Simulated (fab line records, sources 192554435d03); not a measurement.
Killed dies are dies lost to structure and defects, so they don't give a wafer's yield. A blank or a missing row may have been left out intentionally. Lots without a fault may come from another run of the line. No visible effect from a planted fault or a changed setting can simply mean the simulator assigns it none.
The tool behind it: which one? / flow n5-finfet / Sampling: 8 lots, 24 wafers, 5 of 1938 route steps

WHAT THE GAUGES SHOWED, per wafer
N5_BEOL_M4_RC_MEAS_101. Usual: DIBL_N 36.4 mV/V, standard deviation 1.3; DIBL_P 36.5 mV/V, standard deviation 1.7; IOFF_N 0.154 nA/um, standard deviation 0.022; IOFF_P 0.202 nA/um, standard deviation 0.025; ION_N 671 uA/um, standard deviation 9.8; ION_P 460 uA/um, standard deviation 6.8; SS_N 71.6 mV/dec, standard deviation 0.54; SS_P 73.4 mV/dec, standard deviation 0.58; VT_N 250.9 mV, standard deviation 2.8; VT_P -251.4 mV, standard deviation 2.7.
lot=L945; measured=day 8 14:12; on=prober-02; DIBL_N (mV/V)=39.3 36.8 35.7; DIBL_P (mV/V)=38.5 36.2 34.4; IOFF_N (nA/um)=0.174 0.132 0.116; IOFF_P (nA/um)=0.185 0.155 0.142; ION_N (uA/um)=669 662 657; ION_P (uA/um)=447 446 444; SS_N (mV/dec)=72.4 71.7 71.4; SS_P (mV/dec)=74.5 72.9 73.5; VT_N (mV)=252.2 253.1 258.6; VT_P (mV)=-256.8 -256.9 -256.9; flag=
lot=L947; measured=day 9 02:28; on=prober-02; DIBL_N (mV/V)=36.6 36.0 35.3; DIBL_P (mV/V)=37.2 36.3 35.5; IOFF_N (nA/um)=0.147 0.145 0.134; IOFF_P (nA/um)=0.204 0.201 0.183; ION_N (uA/um)=679 694 665; ION_P (uA/um)=463 469 460; SS_N (mV/dec)=72.0 71.6 71.7; SS_P (mV/dec)=73.4 72.9 73.3; VT_N (mV)=249.0 250.9 251.9; VT_P (mV)=-249.7 -250.8 -252.3; flag=
lot=L952; measured=day 10 04:52; on=prober-01; DIBL_N (mV/V)=37.0 36.2 35.5; DIBL_P (mV/V)=36.6 35.5 34.2; IOFF_N (nA/um)=0.162 0.148 0.134; IOFF_P (nA/um)=0.231 0.208 0.188; ION_N (uA/um)=680 674 671; ION_P (uA/um)=472 463 462; SS_N (mV/dec)=71.5 71.1 71.2; SS_P (mV/dec)=73.0 72.7 71.7; VT_N (mV)=248.9 249.8 249.6; VT_P (mV)=-249.5 -251.7 -250.8; flag=
lot=L954; measured=day 10 14:14; on=prober-01; DIBL_N (mV/V)=35.9 35.8 35.6; DIBL_P (mV/V)=38.8 39.1 38.8; IOFF_N (nA/um)=0.157 0.153 0.147; IOFF_P (nA/um)=0.192 0.191 0.182; ION_N (uA/um)=673 665 672; ION_P (uA/um)=458 458 452; SS_N (mV/dec)=71.7 71.6 71.8; SS_P (mV/dec)=73.6 73.8 73.1; VT_N (mV)=249.1 251.6 252.3; VT_P (mV)=-254.4 -251.8 -254.5; flag=
lot=L955; measured=day 10 14:43; on=prober-02; DIBL_N (mV/V)=36.2 35.1 34.2; DIBL_P (mV/V)=36.7 35.4 33.9; IOFF_N (nA/um)=0.164 0.143 0.132; IOFF_P (nA/um)=0.205 0.187 0.176; ION_N (uA/um)=681 671 671; ION_P (uA/um)=464 459 458; SS_N (mV/dec)=71.7 71.8 71.3; SS_P (mV/dec)=72.6 72.5 72.5; VT_N (mV)=250.9 252.5 251.3; VT_P (mV)=-250.8 -251.6 -253.4; flag=
lot=L960; measured=day 12 06:35; on=prober-02; DIBL_N (mV/V)=38.0 37.6 37.0; DIBL_P (mV/V)=37.3 37.1 36.4; IOFF_N (nA/um)=0.181 0.163 0.157; IOFF_P (nA/um)=0.232 0.225 0.221; ION_N (uA/um)=661 672 671; ION_P (uA/um)=451 461 463; SS_N (mV/dec)=72.6 72.0 71.7; SS_P (mV/dec)=73.1 73.5 73.4; VT_N (mV)=249.9 252.3 250.5; VT_P (mV)=-248.6 -251.1 -250.3; flag=
lot=L964; measured=day 13 22:59; on=prober-01; DIBL_N (mV/V)=34.7 35.0 35.2; DIBL_P (mV/V)=34.7 35.3 36.0; IOFF_N (nA/um)=0.130 0.134 0.145; IOFF_P (nA/um)=0.191 0.199 0.215; ION_N (uA/um)=662 679 672; ION_P (uA/um)=459 466 464; SS_N (mV/dec)=71.6 70.6 71.2; SS_P (mV/dec)=72.5 72.7 72.4; VT_N (mV)=253.3 251.0 250.8; VT_P (mV)=-251.2 -248.1 -249.1; flag=
lot=L965; measured=day 13 17:35; on=prober-01; DIBL_N (mV/V)=36.1 37.4 37.3; DIBL_P (mV/V)=37.4 38.9 38.9; IOFF_N (nA/um)=0.157 0.189 0.187; IOFF_P (nA/um)=0.192 0.220 0.211; ION_N (uA/um)=677 685 669; ION_P (uA/um)=453 465 455; SS_N (mV/dec)=71.5 71.6 71.8; SS_P (mV/dec)=73.3 74.2 73.7; VT_N (mV)=247.4 245.6 248.7; VT_P (mV)=-252.0 -250.3 -251.6; flag=

EACH LOT AND THE TOOL THAT RAN IT (in order: tool; ch and the chambers of the sampled wafers; start)
lot=L945; N5_BEOL_M0_SAQP_DESCUM_19=rie-diel-03 ch 2,3, day 6 08:24; N5_BEOL_M0_SAQP_SPACER1_ETCHBACK_99=rie-diel-03 ch 0,1,2, day 6 09:49; N5_BEOL_M0_SAQP_ETCH_106=rie-diel-03 ch 2,3, day 6 10:47; N5_BEOL_M0_SAQP_ETCH_107=rie-diel-03 ch 2,3, day 6 10:51
lot=L947; N5_BEOL_M0_SAQP_DESCUM_19=rie-diel-04 ch 0,1,3, day 6 14:22; N5_BEOL_M0_SAQP_SPACER1_ETCHBACK_99=rie-diel-04 ch 2,3, day 6 15:44; N5_BEOL_M0_SAQP_ETCH_106=rie-diel-01 ch 0,2,3, day 6 16:47; N5_BEOL_M0_SAQP_ETCH_107=rie-diel-01 ch 0,2,3, day 6 16:50
lot=L952; N5_BEOL_M0_SAQP_DESCUM_19=rie-diel-01 ch 0,3, day 7 20:25; N5_BEOL_M0_SAQP_SPACER1_ETCHBACK_99=rie-diel-03 ch 0,2,3, day 7 21:53; N5_BEOL_M0_SAQP_ETCH_106=rie-diel-03 ch 2,3, day 7 22:55; N5_BEOL_M0_SAQP_ETCH_107=rie-diel-03 ch 2,3, day 7 22:59
lot=L954; N5_BEOL_M0_SAQP_DESCUM_19=rie-diel-04 ch 1,2,3, day 8 11:03; N5_BEOL_M0_SAQP_SPACER1_ETCHBACK_99=rie-diel-03 ch 0,1,3, day 8 12:29; N5_BEOL_M0_SAQP_ETCH_106=rie-diel-04 ch 1,2,3, day 8 13:24; N5_BEOL_M0_SAQP_ETCH_107=rie-diel-04 ch 1,2,3, day 8 13:28
lot=L955; N5_BEOL_M0_SAQP_DESCUM_19=rie-diel-04 ch 2,3, day 8 14:52; N5_BEOL_M0_SAQP_SPACER1_ETCHBACK_99=rie-diel-03 ch 0,1, day 8 16:14; N5_BEOL_M0_SAQP_ETCH_106=rie-diel-01 ch 0,1,2, day 8 17:08; N5_BEOL_M0_SAQP_ETCH_107=rie-diel-01 ch 0,1,2, day 8 17:11
lot=L960; N5_BEOL_M0_SAQP_DESCUM_19=rie-diel-03 ch 1,2, day 9 20:56; N5_BEOL_M0_SAQP_SPACER1_ETCHBACK_99=rie-diel-04 ch 0,1,2, day 9 22:26; N5_BEOL_M0_SAQP_ETCH_106=rie-diel-03 ch 0,1, day 9 23:22; N5_BEOL_M0_SAQP_ETCH_107=rie-diel-03 ch 0,1, day 9 23:26
lot=L964; N5_BEOL_M0_SAQP_DESCUM_19=rie-diel-03 ch 0,2,3, day 11 15:11; N5_BEOL_M0_SAQP_SPACER1_ETCHBACK_99=rie-diel-04 ch 1,2,3, day 11 16:34; N5_BEOL_M0_SAQP_ETCH_106=rie-diel-04 ch 2,3, day 11 17:35; N5_BEOL_M0_SAQP_ETCH_107=rie-diel-04 ch 2,3, day 11 17:38
lot=L965; N5_BEOL_M0_SAQP_DESCUM_19=rie-diel-03 ch 0,2,3, day 11 17:29; N5_BEOL_M0_SAQP_SPACER1_ETCHBACK_99=rie-diel-03 ch 0,1,3, day 11 18:50; N5_BEOL_M0_SAQP_ETCH_106=rie-diel-04 ch 0,1,3, day 11 19:44; N5_BEOL_M0_SAQP_ETCH_107=rie-diel-04 ch 0,1,3, day 11 19:48
- N5_BEOL_M0_SAQP_DESCUM_19: chemistry O2, time 7.9 s.
- N5_BEOL_M0_SAQP_SPACER1_ETCHBACK_99: etches SiO2 in CHF3/O2, target depth 15.4 nm, time 7.7 s.
- N5_BEOL_M0_SAQP_ETCH_106: etches SOC in N2/H2, stops on SiNx, target depth 150 nm.
- N5_BEOL_M0_SAQP_ETCH_107: etches SiNx in CH3F/O2, target depth 30 nm.

WHAT THE TOOLS THEMSELVES READ (means of the sampled wafers that have a number; where no wafer has one, the mark that the record gives instead)
N5_BEOL_M0_SAQP_DESCUM_19. Usual: drypump-motor-current-A 5.6 A, standard deviation 0.44; oes-product-au 0.80 a.u., standard deviation 0.089; rf-vpp-V 243.5 V, standard deviation 1.5; showerhead-plenum-p-Torr 2.12 Torr, standard deviation 0.08; throttle-valve-pct 20.46 %, standard deviation 0.22.
lot=L945; tool=rie-diel-03; drypump-motor-current-A (A)=5.2; oes-product-au (a.u.)=0.86; rf-vpp-V (V)=244.7; showerhead-plenum-p-Torr (Torr)=2.16; throttle-valve-pct (%)=20.67; flag=
lot=L947; tool=rie-diel-04; drypump-motor-current-A (A)=6.0; oes-product-au (a.u.)=0.76; rf-vpp-V (V)=243.2; showerhead-plenum-p-Torr (Torr)=2.06; throttle-valve-pct (%)=20.39; flag=
lot=L952; tool=rie-diel-01; drypump-motor-current-A (A)=5.2; oes-product-au (a.u.)=0.88; rf-vpp-V (V)=244.3; showerhead-plenum-p-Torr (Torr)=2.20; throttle-valve-pct (%)=20.43; flag=
lot=L954; tool=rie-diel-04; drypump-motor-current-A (A)=6.0; oes-product-au (a.u.)=0.74; rf-vpp-V (V)=242.5; showerhead-plenum-p-Torr (Torr)=2.06; throttle-valve-pct (%)=20.45; flag=
lot=L955; tool=rie-diel-04; drypump-motor-current-A (A)=6.3; oes-product-au (a.u.)=0.69; rf-vpp-V (V)=242.3; showerhead-plenum-p-Torr (Torr)=2.05; throttle-valve-pct (%)=20.60; flag=
lot=L960; tool=rie-diel-03; drypump-motor-current-A (A)=5.6; oes-product-au (a.u.)=0.83; rf-vpp-V (V)=245.0; showerhead-plenum-p-Torr (Torr)=2.18; throttle-valve-pct (%)=20.62; flag=
lot=L964; tool=rie-diel-03; drypump-motor-current-A (A)=5.1; oes-product-au (a.u.)=0.86; rf-vpp-V (V)=243.9; showerhead-plenum-p-Torr (Torr)=2.16; throttle-valve-pct (%)=20.60; flag=
lot=L965; tool=rie-diel-03; drypump-motor-current-A (A)=5.1; oes-product-au (a.u.)=0.85; rf-vpp-V (V)=244.1; showerhead-plenum-p-Torr (Torr)=2.15; throttle-valve-pct (%)=20.59; flag=

N5_BEOL_M0_SAQP_SPACER1_ETCHBACK_99. Usual: drypump-motor-current-A 5.6 A, standard deviation 0.44; mfc-ar-sccm 200.1 sccm, standard deviation 0.62; oes-product-au 0.79 a.u., standard deviation 0.084; rf-vpp-V 524 V, standard deviation 5.7; showerhead-plenum-p-Torr 2.42 Torr, standard deviation 0.087; throttle-valve-pct 18.97 %, standard deviation 0.23.
lot=L945; tool=rie-diel-03; drypump-motor-current-A (A)=5.5; mfc-ar-sccm (sccm)=200.0; oes-product-au (a.u.)=0.82; rf-vpp-V (V)=518; showerhead-plenum-p-Torr (Torr)=2.43; throttle-valve-pct (%)=19.02; flag=
lot=L947; tool=rie-diel-04; drypump-motor-current-A (A)=6.3; mfc-ar-sccm (sccm)=199.6; oes-product-au (a.u.)=0.71; rf-vpp-V (V)=520; showerhead-plenum-p-Torr (Torr)=2.36; throttle-valve-pct (%)=19.03; flag=
lot=L952; tool=rie-diel-03; drypump-motor-current-A (A)=5.1; mfc-ar-sccm (sccm)=199.8; oes-product-au (a.u.)=0.81; rf-vpp-V (V)=519; showerhead-plenum-p-Torr (Torr)=2.39; throttle-valve-pct (%)=19.12; flag=
lot=L954; tool=rie-diel-03; drypump-motor-current-A (A)=5.3; mfc-ar-sccm (sccm)=199.9; oes-product-au (a.u.)=0.88; rf-vpp-V (V)=520; showerhead-plenum-p-Torr (Torr)=2.36; throttle-valve-pct (%)=19.03; flag=
lot=L955; tool=rie-diel-03; drypump-motor-current-A (A)=5.4; mfc-ar-sccm (sccm)=199.9; oes-product-au (a.u.)=0.83; rf-vpp-V (V)=517; showerhead-plenum-p-Torr (Torr)=2.34; throttle-valve-pct (%)=19.08; flag=
lot=L960; tool=rie-diel-04; drypump-motor-current-A (A)=5.7; mfc-ar-sccm (sccm)=200.0; oes-product-au (a.u.)=0.73; rf-vpp-V (V)=528; showerhead-plenum-p-Torr (Torr)=2.42; throttle-valve-pct (%)=18.96; flag=
lot=L964; tool=rie-diel-04; drypump-motor-current-A (A)=6.0; mfc-ar-sccm (sccm)=200.5; oes-product-au (a.u.)=0.73; rf-vpp-V (V)=523; showerhead-plenum-p-Torr (Torr)=2.36; throttle-valve-pct (%)=18.93; flag=
lot=L965; tool=rie-diel-03; drypump-motor-current-A (A)=5.3; mfc-ar-sccm (sccm)=199.5; oes-product-au (a.u.)=0.86; rf-vpp-V (V)=522; showerhead-plenum-p-Torr (Torr)=2.45; throttle-valve-pct (%)=18.93; flag=

N5_BEOL_M0_SAQP_ETCH_106. Usual: drypump-motor-current-A 5.6 A, standard deviation 0.45; oes-product-au 0.79 a.u., standard deviation 0.083; rf-vpp-V 241.0 V, standard deviation 1.5; showerhead-plenum-p-Torr 2.56 Torr, standard deviation 0.099; throttle-valve-pct 17.83 %, standard deviation 0.21.
lot=L945; tool=rie-diel-03; drypump-motor-current-A (A)=5.2; oes-product-au (a.u.)=0.85; rf-vpp-V (V)=241.8; showerhead-plenum-p-Torr (Torr)=2.62; throttle-valve-pct (%)=17.99; flag=
lot=L947; tool=rie-diel-01; drypump-motor-current-A (A)=5.4; oes-product-au (a.u.)=0.81; rf-vpp-V (V)=240.5; showerhead-plenum-p-Torr (Torr)=2.60; throttle-valve-pct (%)=17.85; flag=
lot=L952; tool=rie-diel-03; drypump-motor-current-A (A)=5.0; oes-product-au (a.u.)=0.84; rf-vpp-V (V)=241.3; showerhead-plenum-p-Torr (Torr)=2.55; throttle-valve-pct (%)=17.97; flag=
lot=L954; tool=rie-diel-04; drypump-motor-current-A (A)=6.0; oes-product-au (a.u.)=0.74; rf-vpp-V (V)=239.7; showerhead-plenum-p-Torr (Torr)=2.50; throttle-valve-pct (%)=17.80; flag=
lot=L955; tool=rie-diel-01; drypump-motor-current-A (A)=5.6; oes-product-au (a.u.)=0.80; rf-vpp-V (V)=242.6; showerhead-plenum-p-Torr (Torr)=2.64; throttle-valve-pct (%)=17.75; flag=
lot=L960; tool=rie-diel-03; drypump-motor-current-A (A)=5.7; oes-product-au (a.u.)=0.79; rf-vpp-V (V)=240.1; showerhead-plenum-p-Torr (Torr)=2.51; throttle-valve-pct (%)=17.81; flag=
lot=L964; tool=rie-diel-04; drypump-motor-current-A (A)=6.0; oes-product-au (a.u.)=0.68; rf-vpp-V (V)=240.3; showerhead-plenum-p-Torr (Torr)=2.54; throttle-valve-pct (%)=17.98; flag=
lot=L965; tool=rie-diel-04; drypump-motor-current-A (A)=6.0; oes-product-au (a.u.)=0.82; rf-vpp-V (V)=240.0; showerhead-plenum-p-Torr (Torr)=2.49; throttle-valve-pct (%)=17.68; flag=

N5_BEOL_M0_SAQP_ETCH_107. Usual: CH3F_flow_sccm 30.00 sccm, standard deviation 0.094; drypump-motor-current-A 5.6 A, standard deviation 0.45; mfc-ar-sccm 150.0 sccm, standard deviation 0.46; oes-product-au 0.80 a.u., standard deviation 0.086; rf-vpp-V 298 V, standard deviation 3.4; showerhead-plenum-p-Torr 2.02 Torr, standard deviation 0.077; throttle-valve-pct 16.39 %, standard deviation 0.24.
lot=L945; tool=rie-diel-03; CH3F_flow_sccm (sccm)=29.97; drypump-motor-current-A (A)=5.2; mfc-ar-sccm (sccm)=150.5; oes-product-au (a.u.)=0.86; rf-vpp-V (V)=296; showerhead-plenum-p-Torr (Torr)=2.06; throttle-valve-pct (%)=16.52; flag=
lot=L947; tool=rie-diel-01; CH3F_flow_sccm (sccm)=30.04; drypump-motor-current-A (A)=5.3; mfc-ar-sccm (sccm)=150.1; oes-product-au (a.u.)=0.83; rf-vpp-V (V)=300; showerhead-plenum-p-Torr (Torr)=2.05; throttle-valve-pct (%)=16.35; flag=
lot=L952; tool=rie-diel-03; CH3F_flow_sccm (sccm)=29.94; drypump-motor-current-A (A)=4.9; mfc-ar-sccm (sccm)=149.8; oes-product-au (a.u.)=0.85; rf-vpp-V (V)=296; showerhead-plenum-p-Torr (Torr)=2.00; throttle-valve-pct (%)=16.50; flag=
lot=L954; tool=rie-diel-04; CH3F_flow_sccm (sccm)=29.87; drypump-motor-current-A (A)=6.0; mfc-ar-sccm (sccm)=149.9; oes-product-au (a.u.)=0.74; rf-vpp-V (V)=297; showerhead-plenum-p-Torr (Torr)=1.97; throttle-valve-pct (%)=16.39; flag=
lot=L955; tool=rie-diel-01; CH3F_flow_sccm (sccm)=30.05; drypump-motor-current-A (A)=5.5; mfc-ar-sccm (sccm)=150.2; oes-product-au (a.u.)=0.81; rf-vpp-V (V)=298; showerhead-plenum-p-Torr (Torr)=2.07; throttle-valve-pct (%)=16.25; flag=
lot=L960; tool=rie-diel-03; CH3F_flow_sccm (sccm)=30.02; drypump-motor-current-A (A)=5.7; mfc-ar-sccm (sccm)=150.0; oes-product-au (a.u.)=0.80; rf-vpp-V (V)=295; showerhead-plenum-p-Torr (Torr)=1.98; throttle-valve-pct (%)=16.40; flag=
lot=L964; tool=rie-diel-04; CH3F_flow_sccm (sccm)=30.00; drypump-motor-current-A (A)=6.0; mfc-ar-sccm (sccm)=150.2; oes-product-au (a.u.)=0.69; rf-vpp-V (V)=296; showerhead-plenum-p-Torr (Torr)=2.00; throttle-valve-pct (%)=16.62; flag=
lot=L965; tool=rie-diel-04; CH3F_flow_sccm (sccm)=30.04; drypump-motor-current-A (A)=6.0; mfc-ar-sccm (sccm)=149.9; oes-product-au (a.u.)=0.83; rf-vpp-V (V)=299; showerhead-plenum-p-Torr (Torr)=1.96; throttle-valve-pct (%)=16.25; flag=

THE ANSWER, worked out from the rows above alone
Rule: lot off if the mean of its wafers having a number is beyond 3 standard deviations from the usual mean. A lot without any number at a reading at which 4 lots or more have one is off too. All remaining lots with rows at the step are treated as sound. After the gauges, taken in route order, come the tools' own readings; for these a lot's mean is taken, as printed above. At the first step where some lot is off, the reading lying furthest off is the one used; lots without a number count as furthest.
Nothing can be told from this: no lot is off at any reading shown.

WHAT WAS PUT IN BY THE SIMULATOR
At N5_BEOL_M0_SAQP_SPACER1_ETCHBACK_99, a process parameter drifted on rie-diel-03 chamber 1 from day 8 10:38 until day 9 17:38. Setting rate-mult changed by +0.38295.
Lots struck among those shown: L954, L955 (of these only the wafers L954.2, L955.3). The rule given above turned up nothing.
